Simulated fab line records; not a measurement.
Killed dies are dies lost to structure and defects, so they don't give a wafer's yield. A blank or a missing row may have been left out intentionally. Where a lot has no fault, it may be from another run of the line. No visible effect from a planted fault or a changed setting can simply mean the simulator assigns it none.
Chamber matching    flow n5_finfet    cmp-03 running N5_PMOS_HMC_CHANNEL_EPI_CMP_21: 4 sister chambers
The step polishes SiGe30, target thk 54 nm. 4 wafers are shown with their chamber, then 7 later ones without.

WAFERS, EACH WITH ITS CHAMBER
wafer   chamber  motor_current_A (A)
L510.5  0        10.7
L510.6  3        13.9
L519.3  2        11.5
L519.5  1        9.2

WAFERS WITH NO CHAMBER GIVEN
wafer   motor_current_A (A)
L519.6  11.0
L520.1  9.2
L520.4  10.3
L520.5  8.9
L523.1  11.6
L523.3  10.3
L523.6  11.4

THE CHAMBER EACH PASSED THROUGH
wafer   from the rows above      in truth
L519.6  can't be placed: 0 or 2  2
L520.1  1                        1
L520.4  0                        0
L520.5  1                        1
L523.1  2                        2
L523.3  0                        0
L523.6  2                        2
Correct placement for 6 of the 7. From these rows, 1 cannot be placed; in 1 the true chamber is one of the candidates. Wrongly placed: 0.
How it was worked out, from the rows above alone: a wafer's distance from a chamber is the root of the sum, over the readings, of the square of ((its reading less the chamber's mean) divided by the reading's scatter). The wafer belongs to the nearest chamber; if the next one is less than 2 further off, it can't be placed. A chamber's mean is the mean of its shown wafers. The scatter: with one shown wafer a chamber, the root of the mean of the squares of how far each hidden wafer lies from its nearest shown one.
